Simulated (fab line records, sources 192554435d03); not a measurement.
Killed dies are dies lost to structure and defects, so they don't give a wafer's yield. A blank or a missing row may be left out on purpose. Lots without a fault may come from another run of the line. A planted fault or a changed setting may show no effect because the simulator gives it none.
Split-lot experiment | flow n5_finfet | 7 lots, 21 wafers read, on a route of 1938 steps

THE SPLIT
At N5_BEOL_M2_ILD_DEP_00 (deposits SiOC from DEMS/O2, target thk 79 nm, time 15.3 s), the setting time_s was moved away from the recipe's 15.3 s on 7 of the 21 wafers read, by -14.4% to +12.7%. The other wafers ran this setting at the recipe's value.

The file shows no step between the split and the reading.

THE READING
M2_ILD_THK, in nm, at N5_BEOL_M2_THK_MEAS_01. Fault-free wafers of this fab line usually give 78.9 nm, standard deviation 1 nm.

wafer  | tool, chamber at the split | time_s as run, s | against the recipe | M2_ILD_THK, nm | against lot-mates on the recipe
L074.2 | pecvd-02, 1                | 15.3             | recipe             | 76.6           | -
L074.4 | pecvd-02, 2                | 13.25            | -13.4%             | 69.5           | -7.1
L074.6 | pecvd-02, 0                | 13.25            | -13.4%             | 68.7           | -7.9
L075.2 | pecvd-04, 2                | 15.3             | recipe             | 77.9           | -
L075.4 | pecvd-04, 2                | 15.3             | recipe             | 79.2           | -
L075.6 | pecvd-04, 1                | 15.3             | recipe             | 78.5           | -
L082.3 | pecvd-03, 2                | 15.3             | recipe             | 80.2           | -
L082.4 | pecvd-03, 2                | 15.3             | recipe             | 80.3           | -
L082.6 | pecvd-03, 1                | 15.3             | recipe             | 79.8           | -
L084.3 | pecvd-03, 0                | 13.1             | -14.4%             | 67.0           | -13.1
L084.4 | pecvd-03, 0                | 13.1             | -14.4%             | 68.2           | -11.9
L084.6 | pecvd-03, 2                | 15.3             | recipe             | 80.1           | -
L086.1 | pecvd-03, 1                | 15.3             | recipe             | 78.4           | -
L086.2 | pecvd-03, 2                | 15.3             | recipe             | 79.5           | -
L086.6 | pecvd-03, 2                | 15.3             | recipe             | 80.7           | -
L095.1 | pecvd-04, 1                | 15.3             | recipe             | 79.9           | -
L095.4 | pecvd-04, 2                | 17.25            | +12.7%             | 90.0           | +10.1
L095.6 | pecvd-04, 1                | 17.25            | +12.7%             | 91.5           | +11.6
L093.1 | pecvd-03, 0                | 16.28            | +6.4%              | 82.9           | +4.1
L093.2 | pecvd-03, 1                | 15.3             | recipe             | 77.9           | -
L093.4 | pecvd-03, 2                | 15.3             | recipe             | 79.7           | -

THE FIT
A straight line over all 21 wafers: M2_ILD_THK changes by +0.813 nm for each +1% of time_s; r = +0.98; the points scatter about the line by 1.2 nm.
The same after taking each lot's own level away (the mean of its wafers on the recipe; 21 wafers): +0.762 nm for each +1%; r = +0.98; scatter 1.2 nm.
On that fit, the largest move of time_s shifts the reading by 11 nm.
The lots' own levels span 76.60 to 80.10 nm, that is 3.5 times the standard deviation above.
So the lot-to-lot level changes the slope little: the two slopes agree.
Check: with one of the wafers moved furthest among these (-14.4%) left out of the fit, the line predicts -10.2 nm for it against its lot-mates. It came out at -13.1 nm against them.

OTHER SPLITS ON THESE WAFERS
These wafers also went through other splits before the reading. Each is held against what the fit with the lots' levels taken away leaves over:
other split on the same wafers            | wafers away from the commonest value | r with M2_ILD_THK (lot level and that fit taken away)
N5_MOL_CONTACT_COAG_COAT_34 spin_rpm      | 6                                    | -0.66
N5_MOL_CONTACT_COAG_VIA_ETCH_117 bias_w   | 8                                    | +0.05
N5_MOL_CONTACT_COAG_CVD_140 target_thk_a  | 7                                    | -0.23
N5_BEOL_M0_TRENCH_ETCH_107 target_depth_a | 5                                    | +0.13
N5_BEOL_M0_ETCH_109 bias_w                | 4                                    | +0.41
N5_BEOL_M0_DEP_125 time_s                 | 7                                    | -0.14
N5_BEOL_M1_COAT_05 spin_rpm               | 6                                    | +0.16

THE WHOLE CHAIN: every reading that the file lists as answering this split, in the file's order
step                   | what it does                                              | reading                                                                            | change (the file's fit)               | r (the file's)
N5_BEOL_M2_ILD_DEP_00  | deposits SiOC from DEMS/O2, target thk 79 nm, time 15.3 s | SiOC_of_BEOL_M2_ILD_DEP_00.thk_nm (the simulator's own value, which no gauge read) | +0.759 nm for each +1% of the setting | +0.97
N5_BEOL_M2_THK_MEAS_01 |                                                           | M2_ILD_THK                                                                         | +0.754 for each +1% of the setting    | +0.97

THE FILE'S OWN FIT
M2_ILD_THK changes by +0.754 nm for each +1% of time_s, r = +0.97.
